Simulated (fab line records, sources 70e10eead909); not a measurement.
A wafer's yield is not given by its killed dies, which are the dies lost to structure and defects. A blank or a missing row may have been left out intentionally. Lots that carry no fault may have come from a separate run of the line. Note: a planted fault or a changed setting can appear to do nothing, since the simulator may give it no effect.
The tool behind it: which one? || flow nand harc || 24 lots with 72 wafers sampled at 5 steps, on a route of 1302 steps

== WHAT EACH GAUGE READ, for each wafer ==
NHARC_A_M1_OVL_MEAS_10: pitch 240 nm. Usual: overlay x nm 0.2 nm, standard deviation 0.91; overlay y nm 0.1 nm, standard deviation 0.8.
{"lot": "L074", "measured": "day 22 23:11", "on": "overlay-02", "overlay x nm (nm)": "-0.1 -0.4 -0.1", "overlay y nm (nm)": "0.3 0.5 0.5", "flag": ""}
{"lot": "L075", "measured": "day 23 07:02", "on": "overlay-01", "overlay x nm (nm)": "-0.8 -1.1 -0.7", "overlay y nm (nm)": "-1.0 -1.1 -1.0", "flag": ""}
{"lot": "L076", "measured": "day 23 15:29", "on": "overlay-02", "overlay x nm (nm)": "1.3 1.2 1.8", "overlay y nm (nm)": "-0.5 -0.7 0.0", "flag": ""}
{"lot": "L077", "measured": "day 24 02:43", "on": "overlay-02", "overlay x nm (nm)": "0.1 0.0 -0.4", "overlay y nm (nm)": "0.3 -0.5 0.1", "flag": ""}
{"lot": "L078", "measured": "day 24 05:10", "on": "overlay-02", "overlay x nm (nm)": "-1.1 -1.1 -0.5", "overlay y nm (nm)": "0.0 0.6 -0.1", "flag": ""}
{"lot": "L079", "measured": "day 25 05:19", "on": "overlay-02", "overlay x nm (nm)": "0.3 0.5 0.4", "overlay y nm (nm)": "1.5 1.1 2.1", "flag": ""}
{"lot": "L080", "measured": "day 25 07:11", "on": "overlay-01", "overlay x nm (nm)": "1.1 0.7 0.4", "overlay y nm (nm)": "-0.1 0.1 -0.4", "flag": ""}
{"lot": "L083", "measured": "day 26 02:45", "on": "overlay-01", "overlay x nm (nm)": "2.1 2.5 2.5", "overlay y nm (nm)": "-0.8 -0.6 0.0", "flag": ""}
{"lot": "L081", "measured": "day 26 03:52", "on": "overlay-02", "overlay x nm (nm)": "0.5 0.5 0.1", "overlay y nm (nm)": "1.8 1.7 2.4", "flag": ""}
{"lot": "L082", "measured": "day 26 04:11", "on": "overlay-01", "overlay x nm (nm)": "-0.5 -0.8 -0.4", "overlay y nm (nm)": "0.1 -0.3 -0.4", "flag": ""}
{"lot": "L084", "measured": "day 26 18:55", "on": "overlay-02", "overlay x nm (nm)": "-0.4 -0.5 -0.7", "overlay y nm (nm)": "-0.6 0.0 -0.2", "flag": ""}
{"lot": "L085", "measured": "day 26 19:53", "on": "overlay-01", "overlay x nm (nm)": "-0.2 0.0 -1.0", "overlay y nm (nm)": "-0.2 -0.3 -0.5", "flag": ""}
{"lot": "L087", "measured": "day 28 03:11", "on": "overlay-01", "overlay x nm (nm)": "-1.3 -0.6 -0.4", "overlay y nm (nm)": "-0.9 -0.6 -1.0", "flag": ""}
{"lot": "L086", "measured": "day 28 04:23", "on": "overlay-01", "overlay x nm (nm)": "-0.6 -0.9 -1.4", "overlay y nm (nm)": "1.0 0.8 1.1", "flag": ""}
{"lot": "L089", "measured": "day 28 17:51", "on": "overlay-01", "overlay x nm (nm)": "-0.3 -0.7 -0.5", "overlay y nm (nm)": "-0.8 -0.3 -0.7", "flag": ""}
{"lot": "L088", "measured": "day 28 22:30", "on": "overlay-02", "overlay x nm (nm)": "-0.5 -0.6 -0.3", "overlay y nm (nm)": "-0.1 -0.5 -0.4", "flag": ""}
{"lot": "L090", "measured": "day 29 23:45", "on": "overlay-02", "overlay x nm (nm)": "1.2 0.9 1.7", "overlay y nm (nm)": "0.0 0.0 0.2", "flag": ""}
{"lot": "L091", "measured": "day 30 03:07", "on": "overlay-02", "overlay x nm (nm)": "1.4 0.6 1.1", "overlay y nm (nm)": "0.5 1.0 0.4", "flag": ""}
{"lot": "L093", "measured": "day 30 18:41", "on": "overlay-01", "overlay x nm (nm)": "1.1 0.9 1.5", "overlay y nm (nm)": "0.5 0.2 0.6", "flag": ""}
{"lot": "L092", "measured": "day 30 19:41", "on": "overlay-02", "overlay x nm (nm)": "0.3 -0.2 0.1", "overlay y nm (nm)": "0.1 0.5 0.6", "flag": ""}
{"lot": "L094", "measured": "day 31 09:28", "on": "overlay-02", "overlay x nm (nm)": "1.9 1.2 0.9", "overlay y nm (nm)": "1.7 1.6 2.0", "flag": ""}
{"lot": "L095", "measured": "day 31 10:56", "on": "overlay-01", "overlay x nm (nm)": "0.4 0.7 0.6", "overlay y nm (nm)": "0.2 -0.2 0.5", "flag": ""}
{"lot": "L096", "measured": "day 31 23:59", "on": "overlay-01", "overlay x nm (nm)": "-0.5 -0.4 -0.4", "overlay y nm (nm)": "-0.4 -0.2 -0.7", "flag": ""}
{"lot": "L097", "measured": "day 32 14:25", "on": "overlay-02", "overlay x nm (nm)": "-0.3 -0.4 -0.6", "overlay y nm (nm)": "-0.6 0.1 -0.4", "flag": ""}

NHARC_A_BONDPAD_INSPECT_23. Usual: 532 for raw defect count, sd 120.
{"lot": "L074", "measured": "day 23 06:52", "on": "defect inspect-02", "raw defect count": "464 422 465", "flag": ""}
{"lot": "L075", "measured": "day 23 14:30", "on": "defect inspect-02", "raw defect count": "455 504 554", "flag": ""}
{"lot": "L076", "measured": "day 23 22:54", "on": "defect inspect-01", "raw defect count": "600 759 651", "flag": ""}
{"lot": "L077", "measured": "day 24 10:03", "on": "defect inspect-01", "raw defect count": "687 501 652", "flag": ""}
{"lot": "L078", "measured": "day 24 12:35", "on": "defect inspect-01", "raw defect count": "624 633 770", "flag": ""}
{"lot": "L079", "measured": "day 25 12:42", "on": "defect inspect-01", "raw defect count": "531 590 538", "flag": ""}
{"lot": "L080", "measured": "day 25 14:36", "on": "defect inspect-02", "raw defect count": "454 305 397", "flag": ""}
{"lot": "L083", "measured": "day 26 10:02", "on": "defect inspect-02", "raw defect count": "611 617 568", "flag": ""}
{"lot": "L081", "measured": "day 26 11:19", "on": "defect inspect-01", "raw defect count": "481 462 390", "flag": ""}
{"lot": "L082", "measured": "day 26 11:43", "on": "defect inspect-01", "raw defect count": "466 433 456", "flag": ""}
{"lot": "L084", "measured": "day 27 02:40", "on": "defect inspect-01", "raw defect count": "501 506 604", "flag": ""}
{"lot": "L085", "measured": "day 27 03:17", "on": "defect inspect-01", "raw defect count": "485 349 399", "flag": ""}
{"lot": "L087", "measured": "day 28 10:32", "on": "defect inspect-01", "raw defect count": "631 501 500", "flag": ""}
{"lot": "L086", "measured": "day 28 11:53", "on": "defect inspect-02", "raw defect count": "427 424 536", "flag": ""}
{"lot": "L089", "measured": "day 29 01:15", "on": "defect inspect-01", "raw defect count": "582 657 641", "flag": ""}
{"lot": "L088", "measured": "day 29 05:51", "on": "defect inspect-01", "raw defect count": "394 367 468", "flag": ""}
{"lot": "L090", "measured": "day 30 07:02", "on": "defect inspect-01", "raw defect count": "605 447 737", "flag": ""}
{"lot": "L091", "measured": "day 30 10:32", "on": "defect inspect-02", "raw defect count": "404 471 564", "flag": ""}
{"lot": "L093", "measured": "day 31 02:04", "on": "defect inspect-02", "raw defect count": "415 426 478", "flag": ""}
{"lot": "L092", "measured": "day 31 03:08", "on": "defect inspect-02", "raw defect count": "591 695 458", "flag": ""}
{"lot": "L094", "measured": "day 31 16:49", "on": "defect inspect-02", "raw defect count": "601 477 433", "flag": ""}
{"lot": "L095", "measured": "day 31 18:26", "on": "defect inspect-02", "raw defect count": "344 421 382", "flag": ""}
{"lot": "L096", "measured": "day 32 07:38", "on": "defect inspect-01", "raw defect count": "738 754 784", "flag": ""}
{"lot": "L097", "measured": "day 32 21:50", "on": "defect inspect-01", "raw defect count": "638 477 478", "flag": ""}

== EACH LOT AND THE TOOL THAT RAN IT (in order: tool; ch and the chambers of the sampled wafers; start) ==
{"lot": "L074", "NHARC_A_M1_PRE_CLEAN_30": "pvd sputter-01, day 23 05:16 or earlier", "NHARC_A_BONDPAD_DEGAS_25": "pvd sputter-01, day 23 05:16", "NHARC_A_BONDPAD_PVD_17": "pvd sputter-01, day 23 06:52 or earlier"}
{"lot": "L075", "NHARC_A_M1_PRE_CLEAN_30": "pvd sputter-03, day 23 12:52 or earlier", "NHARC_A_BONDPAD_DEGAS_25": "pvd sputter-01, day 23 12:52", "NHARC_A_BONDPAD_PVD_17": "pvd sputter-01, day 23 14:30 or earlier"}
{"lot": "L076", "NHARC_A_M1_PRE_CLEAN_30": "pvd sputter-01, day 23 21:07 or earlier", "NHARC_A_BONDPAD_DEGAS_25": "pvd sputter-01, day 23 21:07", "NHARC_A_BONDPAD_PVD_17": "pvd sputter-01, day 23 22:54 or earlier"}
{"lot": "L077", "NHARC_A_M1_PRE_CLEAN_30": "pvd sputter-03, day 24 08:25 or earlier", "NHARC_A_BONDPAD_DEGAS_25": "pvd sputter-02, day 24 08:25", "NHARC_A_BONDPAD_PVD_17": "pvd sputter-02, day 24 10:03 or earlier"}
{"lot": "L078", "NHARC_A_M1_PRE_CLEAN_30": "pvd sputter-03, day 24 10:58 or earlier", "NHARC_A_BONDPAD_DEGAS_25": "pvd sputter-01, day 24 10:58", "NHARC_A_BONDPAD_PVD_17": "pvd sputter-01, day 24 12:35 or earlier"}
{"lot": "L079", "NHARC_A_M1_PRE_CLEAN_30": "pvd sputter-02, day 25 11:04 or earlier", "NHARC_A_BONDPAD_DEGAS_25": "pvd sputter-02, day 25 11:04", "NHARC_A_BONDPAD_PVD_17": "pvd sputter-02, day 25 12:42 or earlier"}
{"lot": "L080", "NHARC_A_M1_PRE_CLEAN_30": "pvd sputter-02, day 25 12:58 or earlier", "NHARC_A_BONDPAD_DEGAS_25": "pvd sputter-03, day 25 12:58", "NHARC_A_BONDPAD_PVD_17": "pvd sputter-03, day 25 14:36 or earlier"}
{"lot": "L083", "NHARC_A_M1_PRE_CLEAN_30": "pvd sputter-02, day 26 08:26 or earlier", "NHARC_A_BONDPAD_DEGAS_25": "pvd sputter-02, day 26 08:26", "NHARC_A_BONDPAD_PVD_17": "pvd sputter-02, day 26 10:02 or earlier"}
{"lot": "L081", "NHARC_A_M1_PRE_CLEAN_30": "pvd sputter-01, day 26 09:42 or earlier", "NHARC_A_BONDPAD_DEGAS_25": "pvd sputter-03, day 26 09:42", "NHARC_A_BONDPAD_PVD_17": "pvd sputter-03, day 26 11:19 or earlier"}
{"lot": "L082", "NHARC_A_M1_PRE_CLEAN_30": "pvd sputter-02, day 26 10:07 or earlier", "NHARC_A_BONDPAD_DEGAS_25": "pvd sputter-01, day 26 10:07", "NHARC_A_BONDPAD_PVD_17": "pvd sputter-01, day 26 11:43 or earlier"}
{"lot": "L084", "NHARC_A_M1_PRE_CLEAN_30": "pvd sputter-03, day 27 01:01 or earlier", "NHARC_A_BONDPAD_DEGAS_25": "pvd sputter-03, day 27 01:01", "NHARC_A_BONDPAD_PVD_17": "pvd sputter-03, day 27 02:40 or earlier"}
{"lot": "L085", "NHARC_A_M1_PRE_CLEAN_30": "pvd sputter-02, day 27 01:40 or earlier", "NHARC_A_BONDPAD_DEGAS_25": "pvd sputter-01, day 27 01:40", "NHARC_A_BONDPAD_PVD_17": "pvd sputter-01, day 27 03:17 or earlier"}
{"lot": "L087", "NHARC_A_M1_PRE_CLEAN_30": "pvd sputter-03, day 28 08:53 or earlier", "NHARC_A_BONDPAD_DEGAS_25": "pvd sputter-01, day 28 08:53", "NHARC_A_BONDPAD_PVD_17": "pvd sputter-01, day 28 10:32 or earlier"}
{"lot": "L086", "NHARC_A_M1_PRE_CLEAN_30": "pvd sputter-02, day 28 10:03 or earlier", "NHARC_A_BONDPAD_DEGAS_25": "pvd sputter-01, day 28 10:03", "NHARC_A_BONDPAD_PVD_17": "pvd sputter-01, day 28 11:53 or earlier"}
{"lot": "L089", "NHARC_A_M1_PRE_CLEAN_30": "pvd sputter-02, day 28 23:39 or earlier", "NHARC_A_BONDPAD_DEGAS_25": "pvd sputter-01, day 28 23:39", "NHARC_A_BONDPAD_PVD_17": "pvd sputter-01, day 29 01:15 or earlier"}
{"lot": "L088", "NHARC_A_M1_PRE_CLEAN_30": "pvd sputter-03, day 29 04:16 or earlier", "NHARC_A_BONDPAD_DEGAS_25": "pvd sputter-01, day 29 04:16", "NHARC_A_BONDPAD_PVD_17": "pvd sputter-01, day 29 05:51 or earlier"}
{"lot": "L090", "NHARC_A_M1_PRE_CLEAN_30": "pvd sputter-02, day 30 05:25 or earlier", "NHARC_A_BONDPAD_DEGAS_25": "pvd sputter-03, day 30 05:25", "NHARC_A_BONDPAD_PVD_17": "pvd sputter-03, day 30 07:02 or earlier"}
{"lot": "L091", "NHARC_A_M1_PRE_CLEAN_30": "pvd sputter-02, day 30 08:55 or earlier", "NHARC_A_BONDPAD_DEGAS_25": "pvd sputter-02, day 30 08:55", "NHARC_A_BONDPAD_PVD_17": "pvd sputter-02, day 30 10:32 or earlier"}
{"lot": "L093", "NHARC_A_M1_PRE_CLEAN_30": "pvd sputter-01, day 31 00:27 or earlier", "NHARC_A_BONDPAD_DEGAS_25": "pvd sputter-02, day 31 00:27", "NHARC_A_BONDPAD_PVD_17": "pvd sputter-02, day 31 02:04 or earlier"}
{"lot": "L092", "NHARC_A_M1_PRE_CLEAN_30": "pvd sputter-02, day 31 01:31 or earlier", "NHARC_A_BONDPAD_DEGAS_25": "pvd sputter-03, day 31 01:31", "NHARC_A_BONDPAD_PVD_17": "pvd sputter-03, day 31 03:08 or earlier"}
{"lot": "L094", "NHARC_A_M1_PRE_CLEAN_30": "pvd sputter-02, day 31 15:13 or earlier", "NHARC_A_BONDPAD_DEGAS_25": "pvd sputter-01, day 31 15:13", "NHARC_A_BONDPAD_PVD_17": "pvd sputter-01, day 31 16:49 or earlier"}
{"lot": "L095", "NHARC_A_M1_PRE_CLEAN_30": "pvd sputter-01, day 31 16:49 or earlier", "NHARC_A_BONDPAD_DEGAS_25": "pvd sputter-03, day 31 16:49", "NHARC_A_BONDPAD_PVD_17": "pvd sputter-03, day 31 18:26 or earlier"}
{"lot": "L096", "NHARC_A_M1_PRE_CLEAN_30": "pvd sputter-03, day 32 05:54 or earlier", "NHARC_A_BONDPAD_DEGAS_25": "pvd sputter-03, day 32 05:54", "NHARC_A_BONDPAD_PVD_17": "pvd sputter-03, day 32 07:38 or earlier"}
{"lot": "L097", "NHARC_A_M1_PRE_CLEAN_30": "pvd sputter-01, day 32 20:14 or earlier", "NHARC_A_BONDPAD_DEGAS_25": "pvd sputter-03, day 32 20:14", "NHARC_A_BONDPAD_PVD_17": "pvd sputter-03, day 32 21:50 or earlier"}
- NHARC_A_M1_PRE_CLEAN_30: time 30 s.
- NHARC_A_BONDPAD_DEGAS_25: time 60 s.
- NHARC_A_BONDPAD_PVD_17: deposits TaN, target thk 5 nm, time 8.06 s.

== AS READ BY THE TOOLS THEMSELVES (means over the sampled wafers that have a number; for cases with no such wafer, the mark the record gives instead) ==
NHARC_A_M1_PRE_CLEAN_30. Usual: 404 W for heater power w, sd 37.
{"lot": "L074", "tool": "pvd sputter-01", "heater power w (W)": 402, "flag": ""}
{"lot": "L075", "tool": "pvd sputter-03", "heater power w (W)": 406, "flag": ""}
{"lot": "L076", "tool": "pvd sputter-01", "heater power w (W)": 378, "flag": ""}
{"lot": "L077", "tool": "pvd sputter-03", "heater power w (W)": 359, "flag": ""}
{"lot": "L078", "tool": "pvd sputter-03", "heater power w (W)": 382, "flag": ""}
{"lot": "L079", "tool": "pvd sputter-02", "heater power w (W)": 427, "flag": ""}
{"lot": "L080", "tool": "pvd sputter-02", "heater power w (W)": 403, "flag": ""}
{"lot": "L083", "tool": "pvd sputter-02", "heater power w (W)": 415, "flag": ""}
{"lot": "L081", "tool": "pvd sputter-01", "heater power w (W)": 385, "flag": ""}
{"lot": "L082", "tool": "pvd sputter-02", "heater power w (W)": 396, "flag": ""}
{"lot": "L084", "tool": "pvd sputter-03", "heater power w (W)": 408, "flag": ""}
{"lot": "L085", "tool": "pvd sputter-02", "heater power w (W)": 406, "flag": ""}
{"lot": "L087", "tool": "pvd sputter-03", "heater power w (W)": 379, "flag": ""}
{"lot": "L086", "tool": "pvd sputter-02", "heater power w (W)": 401, "flag": ""}
{"lot": "L089", "tool": "pvd sputter-02", "heater power w (W)": 410, "flag": ""}
{"lot": "L088", "tool": "pvd sputter-03", "heater power w (W)": 453, "flag": ""}
{"lot": "L090", "tool": "pvd sputter-02", "heater power w (W)": 404, "flag": ""}
{"lot": "L091", "tool": "pvd sputter-02", "heater power w (W)": 405, "flag": ""}
{"lot": "L093", "tool": "pvd sputter-01", "heater power w (W)": 375, "flag": ""}
{"lot": "L092", "tool": "pvd sputter-02", "heater power w (W)": 417, "flag": ""}
{"lot": "L094", "tool": "pvd sputter-02", "heater power w (W)": 430, "flag": ""}
{"lot": "L095", "tool": "pvd sputter-01", "heater power w (W)": 399, "flag": ""}
{"lot": "L096", "tool": "pvd sputter-03", "heater power w (W)": 429, "flag": ""}
{"lot": "L097", "tool": "pvd sputter-01", "heater power w (W)": 373, "flag": ""}

NHARC_A_BONDPAD_DEGAS_25. Usual: 459 W for heater power w, sd 43.
{"lot": "L074", "tool": "pvd sputter-01", "heater power w (W)": 456, "flag": ""}
{"lot": "L075", "tool": "pvd sputter-01", "heater power w (W)": 423, "flag": ""}
{"lot": "L076", "tool": "pvd sputter-01", "heater power w (W)": 433, "flag": ""}
{"lot": "L077", "tool": "pvd sputter-02", "heater power w (W)": 507, "flag": ""}
{"lot": "L078", "tool": "pvd sputter-01", "heater power w (W)": 459, "flag": ""}
{"lot": "L079", "tool": "pvd sputter-02", "heater power w (W)": 458, "flag": ""}
{"lot": "L080", "tool": "pvd sputter-03", "heater power w (W)": 494, "flag": ""}
{"lot": "L083", "tool": "pvd sputter-02", "heater power w (W)": 462, "flag": ""}
{"lot": "L081", "tool": "pvd sputter-03", "heater power w (W)": 456, "flag": ""}
{"lot": "L082", "tool": "pvd sputter-01", "heater power w (W)": 459, "flag": ""}
{"lot": "L084", "tool": "pvd sputter-03", "heater power w (W)": 486, "flag": ""}
{"lot": "L085", "tool": "pvd sputter-01", "heater power w (W)": 474, "flag": ""}
{"lot": "L087", "tool": "pvd sputter-01", "heater power w (W)": 443, "flag": ""}
{"lot": "L086", "tool": "pvd sputter-01", "heater power w (W)": 438, "flag": ""}
{"lot": "L089", "tool": "pvd sputter-01", "heater power w (W)": 437, "flag": ""}
{"lot": "L088", "tool": "pvd sputter-01", "heater power w (W)": 430, "flag": ""}
{"lot": "L090", "tool": "pvd sputter-03", "heater power w (W)": 434, "flag": ""}
{"lot": "L091", "tool": "pvd sputter-02", "heater power w (W)": 455, "flag": ""}
{"lot": "L093", "tool": "pvd sputter-02", "heater power w (W)": 458, "flag": ""}
{"lot": "L092", "tool": "pvd sputter-03", "heater power w (W)": 432, "flag": ""}
{"lot": "L094", "tool": "pvd sputter-01", "heater power w (W)": 427, "flag": ""}
{"lot": "L095", "tool": "pvd sputter-03", "heater power w (W)": 468, "flag": ""}
{"lot": "L096", "tool": "pvd sputter-03", "heater power w (W)": 500, "flag": ""}
{"lot": "L097", "tool": "pvd sputter-03", "heater power w (W)": 477, "flag": ""}

NHARC_A_BONDPAD_PVD_17. Usual: 29.9 % for throttle valve pct, sd 1.1.
{"lot": "L074", "tool": "pvd sputter-01", "throttle valve pct (%)": 30.2, "flag": ""}
{"lot": "L075", "tool": "pvd sputter-01", "throttle valve pct (%)": 30.4, "flag": ""}
{"lot": "L076", "tool": "pvd sputter-01", "throttle valve pct (%)": 30.7, "flag": ""}
{"lot": "L077", "tool": "pvd sputter-02", "throttle valve pct (%)": 30.6, "flag": ""}
{"lot": "L078", "tool": "pvd sputter-01", "throttle valve pct (%)": 30.3, "flag": ""}
{"lot": "L079", "tool": "pvd sputter-02", "throttle valve pct (%)": 30.2, "flag": ""}
{"lot": "L080", "tool": "pvd sputter-03", "throttle valve pct (%)": 29.3, "flag": ""}
{"lot": "L083", "tool": "pvd sputter-02", "throttle valve pct (%)": 30.0, "flag": ""}
{"lot": "L081", "tool": "pvd sputter-03", "throttle valve pct (%)": 30.8, "flag": ""}
{"lot": "L082", "tool": "pvd sputter-01", "throttle valve pct (%)": 30.1, "flag": ""}
{"lot": "L084", "tool": "pvd sputter-03", "throttle valve pct (%)": 30.1, "flag": ""}
{"lot": "L085", "tool": "pvd sputter-01", "throttle valve pct (%)": 30.2, "flag": ""}
{"lot": "L087", "tool": "pvd sputter-01", "throttle valve pct (%)": 31.0, "flag": ""}
{"lot": "L086", "tool": "pvd sputter-01", "throttle valve pct (%)": 30.2, "flag": ""}
{"lot": "L089", "tool": "pvd sputter-01", "throttle valve pct (%)": 30.0, "flag": ""}
{"lot": "L088", "tool": "pvd sputter-01", "throttle valve pct (%)": 30.0, "flag": ""}
{"lot": "L090", "tool": "pvd sputter-03", "throttle valve pct (%)": 29.1, "flag": ""}
{"lot": "L091", "tool": "pvd sputter-02", "throttle valve pct (%)": 29.2, "flag": ""}
{"lot": "L093", "tool": "pvd sputter-02", "throttle valve pct (%)": 29.2, "flag": ""}
{"lot": "L092", "tool": "pvd sputter-03", "throttle valve pct (%)": 30.2, "flag": ""}
{"lot": "L094", "tool": "pvd sputter-01", "throttle valve pct (%)": 30.3, "flag": ""}
{"lot": "L095", "tool": "pvd sputter-03", "throttle valve pct (%)": 28.6, "flag": ""}
{"lot": "L096", "tool": "pvd sputter-03", "throttle valve pct (%)": 28.2, "flag": ""}
{"lot": "L097", "tool": "pvd sputter-03", "throttle valve pct (%)": 29.3, "flag": ""}

== THE ANSWER, worked out from the rows above alone ==
Rule: take the mean of a lot's wafers that have a number; if it is more than 3 standard deviations from the usual mean, the lot is off. A lot without any number at a reading at which 4 lots or more have one is off too. The other lots that the step has rows for count as sound. First the gauges in route order, then the tools' own readings, where a lot's mean is used as printed above. The first step at which some lot is off is used, and at that step the reading that is off furthest; a lot without a number counts as furthest.
No lot is off at any reading shown: from this, nothing can be told.

== WHAT THE SIMULATOR HAD INSERTED ==
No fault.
